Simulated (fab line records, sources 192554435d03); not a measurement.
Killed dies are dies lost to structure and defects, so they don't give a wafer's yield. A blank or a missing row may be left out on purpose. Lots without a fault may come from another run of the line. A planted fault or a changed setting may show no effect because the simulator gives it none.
fab line records | flow n5_finfet | part 2 of 2: steps 5 to 6 of 6
record lots=21 wafers=63 last_day=17
route steps=1938 shown HKMG_FIN@458 GATE_CUT@470 MOL_CONTACT_COAG@529
lots that met no fault: from a run of the same line without faults
start_h: hours from the record's first day to the start of the lot's first wafer shown | wait_h: hours since the lot's step before | " the same as in the row above | L1.1+2: a row that stands for several wafers | - no value, or no start given | * or withheld: withheld | < > ~ a bound
route shown NAME@n: a module of which the file shows steps, and the number in the route of the first | usual: mean/standard deviation of fault-free wafers | same: alike in all rows | chamber/n: place in a boat | sites: the reading at each site | _std_site: their standard deviation | _edge_site: outer sites' mean less inner sites' | radius_mm: how far each site lies from the wafer's centre | mask NAME#n: copy n | behind: the tool/chamber that last shaped the wafer | hold: why the lot was held/for how many hours/how that ended | device: the transistor (n, p or np) that didn't switch | end of line: the same wafers' tests at the end of the route | a step without rows: its recipe alone | killed: dies lost to structure and defects at the first sort, not the wafer's yield | map: a wafer's dies, x killed, . not, _ none there
set.NAME: the setting as run; set.NAME@STEP: as run at that earlier step | model.NAME: the simulator's own value behind a step, which no gauge read
steps of the route over a sample of lots; a table a step, a row a wafer
services: from which hour (start_h, from the record's first day; less than 0 if before it) a tool's chamber was out of use, for how many hours, and why
## steps
# step N5_MOL_CONTACT_COAG_DESCUM_13
# recipe chemistry=O2 time_s=7 source_power_w=50 bias_power_w=20 pressure_mtorr=20 rf_frequency_hz=2.712e+07 temp_c=40 resist=CAR-EUV o2_flow_sccm=225
# usual drypump_motor_current_A=5.7/0.45 oes_product_au=0.85/0.084 rf_vpp_V=243.7/1.2 showerhead_plenum_p_Torr=2.13/0.069 throttle_valve_pct=20.36/0.24
# same time_s=7
# columns lot.wafer tool chamber start_h wait_h drypump_motor_current_A oes_product_au rf_hours_counter_h rf_vpp_V showerhead_plenum_p_Torr throttle_valve_pct
L074.1 rie_diel-03 0 87.80 0.3 6.1 0.86 61 242.9 2.11 20.56
L074.2 " 1 " " 5.6 0.67 246 242.1 2.00 20.82
L074.6 " 1 " " 5.6 0.66 - 242.5 2.00 20.83
L075.2 rie_diel-06 2 98.86 0.0 5.2 0.96 3 244.7 2.14 19.89
L075.3 " 1 " " 6.1 0.81 74 242.2 2.05 20.46
L075.6 " 1 " " 6.1 0.81 - 241.9 2.05 20.48
L076.1 rie_diel-03 0 100.69 0.1 6.2 0.86 68 243.5 2.10 20.57
L076.3 " 2 " " 5.5 0.95 9 245.1 2.23 20.50
L076.4 " 0 " " 6.1 0.85 - 243.4 2.10 20.59
L078.1 rie_diel-03 3 113.20 0.0 5.6 0.88 30 244.2 2.14 20.29
L078.2 " 2 " " 5.5 0.93 14 245.2 2.23 20.52
L078.5 " 3 " " 5.6 0.88 - 244.0 2.14 20.29
L079.1 rie_diel-06 1 119.40 0.0 6.1 0.80 83 240.5 2.05 20.48
L079.5 " 2 " " 5.1 0.93 - 245.6 2.14 19.93
L079.6 " 0 " " 6.1 0.89 - 245.6 2.24 20.09
L081.3 rie_diel-02 3 129.63 0.2 4.9 0.83 67 243.2 2.13 20.12
L081.4 " 2 " " 5.6 0.68 230 243.2 2.07 20.60
L081.5 " 0 " " 6.4 0.99 - 241.7 2.05 20.51
L082.1 rie_diel-06 2 134.99 0.3 5.1 0.90 18 245.0 2.14 19.93
L082.3 " 0 " " 6.1 0.88 38 244.7 2.24 20.08
L082.4 " 0 " " 6.1 0.88 - 244.4 2.24 20.09
L083.4 rie_diel-02 0 140.06 0.0 6.4 0.99 11 241.9 2.04 20.53
L083.5 " 2 " " 5.6 0.68 - 242.9 2.07 20.59
L083.6 " 3 " " 4.9 0.83 - 242.2 2.13 20.10
L084.2 rie_diel-02 1 148.30 0.0 5.7 0.69 245 244.0 2.13 20.28
L084.4 " 0 " " 6.4 0.97 14 242.4 2.04 20.54
L084.5 " 1 " " 5.7 0.69 - 243.3 2.13 20.28
L085.1 rie_diel-02 0 154.44 0.0 6.4 0.98 16 242.9 2.04 20.55
L085.3 " 2 " " 5.6 0.68 238 242.2 2.07 20.60
L085.6 " 0 " " 6.4 0.97 - 241.9 2.04 20.56
L086.2 rie_diel-03 0 162.27 0.3 6.1 0.83 92 244.0 2.10 20.63
L086.4 " 2 " " 5.5 0.89 32 246.1 2.22 20.54
L086.6 " 3 " " 5.7 0.85 - 244.0 2.14 20.33
L087.1 rie_diel-02 0 168.41 0.0 6.4 0.95 20 242.6 2.04 20.54
L087.3 " 1 " " 5.7 0.69 253 243.6 2.13 20.31
L087.6 " 1 " " 5.7 0.68 - 243.9 2.13 20.31
L088.1 rie_diel-06 1 175.70 0.0 6.1 0.78 104 241.8 2.04 20.49
L088.5 " 2 " " 5.1 0.88 - 244.6 2.13 19.95
L088.6 " 3 " " 5.8 0.85 - 244.8 2.19 20.07
L089.3 rie_diel-03 1 177.31 0.0 5.6 0.92 18 243.3 2.25 20.38
L089.4 " 2 " " 5.5 0.90 37 245.2 2.22 20.56
L089.5 " 3 " " 5.6 0.84 - 244.2 2.13 20.32
L091.1 rie_diel-02 0 192.19 0.6 6.4 0.92 30 242.6 2.04 20.57
L091.2 " 3 " " 4.9 0.80 90 242.2 2.13 20.15
L091.4 " 2 " " 5.6 0.66 - 242.2 2.07 20.63
L092.2 rie_diel-06 1 195.15 0.2 6.1 0.77 111 242.1 2.04 20.51
L092.3 " 3 " " 5.8 0.84 78 243.8 2.19 20.06
L092.4 " 0 " " 6.2 0.84 61 243.5 2.23 20.12
L093.3 rie_diel-03 3 199.90 0.0 5.7 0.84 61 243.8 2.13 20.32
L093.4 " 0 " " 6.1 0.83 104 243.8 2.09 20.64
L093.5 " 0 " " 6.2 0.82 - 244.0 2.09 20.64
L094.2 rie_diel-03 3 206.31 0.0 5.6 0.84 63 242.5 2.13 20.34
L094.3 " 0 " " 6.1 0.82 106 245.0 2.09 20.66
L094.5 " 3 " " 5.6 0.84 - 245.0 2.13 20.32
L095.4 rie_diel-03 2 214.85 0.0 5.5 0.88 48 245.8 2.21 20.57
L095.5 " 0 " " 6.1 0.80 - 244.3 2.09 20.65
L095.6 " 1 " " 5.7 0.91 - 246.0 2.25 20.42
L096.2 rie_diel-02 1 220.88 0.0 5.7 0.98 1 246.3 2.13 19.90
L096.3 " 3 " " 4.9 0.79 104 242.9 2.12 20.16
L096.6 " 0 " " 6.4 0.90 - 242.7 2.03 20.60
L097.1 rie_diel-02 0 227.31 0.0 6.5 0.90 46 243.1 2.03 20.57
L097.3 " 1 " " 5.7 0.97 3 243.1 2.13 19.91
L097.4 " 1 " " 5.7 0.97 - 243.6 2.13 19.90
# step N5_MOL_CONTACT_COAG_ETCH_59
# recipe chemistry=N2/H2 target=underlayer target_depth_a=130 mask_material=CAR-EUV time_s=10.4 ion_energy_ev=200 pressure_mtorr=30 source_w=840 bias_w=150 n2_flow_sccm=200 h2_flow_sccm=200 ends=cleared
# usual drypump_motor_current_A=5.7/0.44 etch_rf_on_time_s=10.25/0.21 oes_product_au=0.73/0.07 rf_vpp_V=525.2/2.3 showerhead_plenum_p_Torr=2.59/0.086 throttle_valve_pct=17.81/0.28
# columns lot.wafer tool chamber start_h wait_h drypump_motor_current_A etch_rf_on_time_s oes_product_au rf_hours_counter_h rf_vpp_V showerhead_plenum_p_Torr throttle_valve_pct
L074.1 rie_diel-03 0 87.84 0.0 6.2 10.55 0.73 61 525.7 2.58 18.17
L074.2 " 1 " " 5.6 10.56 0.58 246 520.9 2.39 17.93
L074.6 " 1 " " 5.7 10.46 0.58 - 518.1 2.38 17.95
L075.2 rie_diel-06 2 98.89 0.0 5.1 10.10 0.83 3 525.8 2.61 17.48
L075.3 " 1 " " 6.1 10.24 0.70 74 522.5 2.45 17.63
L075.6 " 1 " " 6.1 10.25 0.70 - 522.0 2.45 17.65
L076.1 rie_diel-03 0 100.72 0.0 6.1 10.59 0.72 68 525.3 2.57 18.17
L076.3 " 2 " " 5.5 10.08 0.83 9 529.1 2.73 18.11
L076.4 " 0 " " 6.1 10.52 0.72 - 522.6 2.57 18.17
L078.1 rie_diel-03 3 113.24 0.0 5.6 10.11 0.76 30 524.2 2.60 17.72
L078.2 " 2 " " 5.5 10.02 0.81 14 529.0 2.72 18.12
L078.5 " 3 " " 5.6 10.24 0.75 - 526.4 2.60 17.70
L079.1 rie_diel-06 1 119.43 0.0 6.1 10.20 0.70 83 521.5 2.45 17.66
L079.5 " 2 " " 5.1 10.02 0.80 - 526.0 2.61 17.50
L079.6 " 0 " " 6.1 10.39 0.75 - 529.4 2.71 17.46
L081.3 rie_diel-02 3 129.66 0.0 4.9 10.31 0.71 67 525.7 2.59 17.52
L081.4 " 2 " " 5.6 10.22 0.59 230 523.6 2.50 17.96
L081.5 " 0 " " 6.4 10.04 0.84 - 521.6 2.50 18.04
L082.1 rie_diel-06 2 135.02 0.0 5.1 10.20 0.76 18 525.6 2.60 17.50
L082.3 " 0 " " 6.2 10.58 0.74 38 528.9 2.71 17.45
L082.4 " 0 " " 6.2 10.56 0.74 - 527.8 2.71 17.46
L083.4 rie_diel-02 0 140.09 0.0 6.4 10.06 0.83 11 523.3 2.50 18.03
L083.5 " 2 " " 5.6 10.36 0.59 - 522.4 2.49 17.97
L083.6 " 3 " " 4.9 10.40 0.71 - 526.9 2.58 17.52
L084.2 rie_diel-02 1 148.33 0.0 5.7 10.35 0.59 245 525.8 2.60 17.85
L084.4 " 0 " " 6.4 10.06 0.82 14 522.9 2.50 18.04
L084.5 " 1 " " 5.7 10.29 0.59 - 525.3 2.60 17.85
L085.1 rie_diel-02 0 154.47 0.0 6.5 10.18 0.81 16 522.1 2.50 18.05
L085.3 " 2 " " 5.6 10.36 0.59 238 521.6 2.49 17.96
L085.6 " 0 " " 6.5 10.07 0.82 - 524.3 2.50 18.06
L086.2 rie_diel-03 0 162.31 0.0 6.1 10.44 0.71 92 523.2 2.56 18.23
L086.4 " 2 " " 5.5 10.10 0.77 32 527.6 2.72 18.15
L086.6 " 3 " " 5.7 10.17 0.73 - 527.4 2.59 17.75
L087.1 rie_diel-02 0 168.44 0.0 6.5 10.01 0.82 20 522.5 2.49 18.08
L087.3 " 1 " " 5.7 10.31 0.58 253 525.6 2.60 17.88
L087.6 " 1 " " 5.7 10.25 0.59 - 524.8 2.60 17.86
L088.1 rie_diel-06 1 175.74 0.0 6.1 10.28 0.67 104 521.7 2.44 17.68
L088.5 " 2 " " 5.1 10.12 0.74 - 525.3 2.60 17.55
L088.6 " 3 " " 5.8 9.63 0.74 - 527.6 2.68 17.59
L089.3 rie_diel-03 1 177.35 0.0 5.7 9.93 0.79 18 527.4 2.69 17.49
L089.4 " 2 " " 5.5 9.99 0.77 37 528.3 2.71 18.14
L089.5 " 3 " " 5.7 10.06 0.73 - 524.7 2.59 17.74
L091.1 rie_diel-02 0 192.23 0.0 6.4 10.18 0.78 30 523.0 2.49 18.06
L091.2 " 3 " " 4.9 10.27 0.69 90 523.3 2.58 17.56
L091.4 " 2 " " 5.6 10.33 0.58 - 522.4 2.49 18.01
L092.2 rie_diel-06 1 195.18 0.0 6.1 10.51 0.67 111 520.8 2.44 17.71
L092.3 " 3 " " 5.8 9.77 0.72 78 528.5 2.68 17.60
L092.4 " 0 " " 6.1 10.70 0.70 61 529.7 2.70 17.50
L093.3 rie_diel-03 3 199.94 0.0 5.7 10.25 0.71 61 523.6 2.59 17.77
L093.4 " 0 " " 6.1 10.56 0.69 104 524.9 2.56 18.24
L093.5 " 0 " " 6.2 10.57 0.69 - 525.2 2.56 18.25
L094.2 rie_diel-03 3 206.34 0.0 5.7 10.17 0.72 63 525.0 2.59 17.78
L094.3 " 0 " " 6.1 10.58 0.68 106 523.4 2.56 18.25
L094.5 " 3 " " 5.6 10.13 0.72 - 524.6 2.59 17.78
L095.4 rie_diel-03 2 214.88 0.0 5.5 10.19 0.74 48 527.7 2.71 18.16
L095.5 " 0 " " 6.1 10.61 0.68 - 524.2 2.56 18.25
L095.6 " 1 " " 5.7 10.06 0.77 - 528.5 2.69 17.52
L096.2 rie_diel-02 1 220.91 0.0 5.7 10.09 0.85 1 525.4 2.59 17.43
L096.3 " 3 " " 5.0 10.19 0.68 104 524.0 2.57 17.58
L096.6 " 0 " " 6.4 10.16 0.77 - 522.0 2.49 18.09
L097.1 rie_diel-02 0 227.34 0.0 6.5 10.31 0.77 46 521.6 2.48 18.11
L097.3 " 1 " " 5.7 10.21 0.83 3 526.0 2.59 17.41
L097.4 " 1 " " 5.7 10.27 0.82 - 525.8 2.59 17.43
## services
# columns tool chamber start_h hours kind
ald_sin-03 2 59.88 12.8 repair
rie_diel-03 - 65.45 0.9 repair
ald_sin-03 0 67.24 7.2 repair
cvd_w-01 - 70.05 6.9 pm
rie_diel-02 - 84.41 2.8 pm
ald_sin-03 0 86.06 2.7 repair
rie_metal-02 - 86.51 0.1 repair
rie_diel-06 1 86.68 6.4 repair
rie_diel-06 3 86.70 63.1 repair
rie_diel-06 2 88.79 6.8 repair
rie_diel-06 - 92.52 4.2 repair
ald_sin-03 1 94.71 3.5 repair
rie_diel-01 3 108.65 45.3 repair
ald_sin-04 - 117.96 2.8 pm
cvd_w-02 - 166.20 0.3 repair
rie_diel-02 2 177.14 9.3 repair
rie_diel-02 1 178.63 14.1 repair
cvd_w-02 0 181.52 14.9 repair
rie_diel-03 1 186.86 6.5 repair
rie_diel-03 1 202.38 5.7 repair
rie_diel-01 - 206.39 0.5 repair
rie_diel-03 - 207.12 0.4 repair
rie_diel-02 2 220.79 6.6 repair
rie_diel-02 3 222.10 1.4 repair
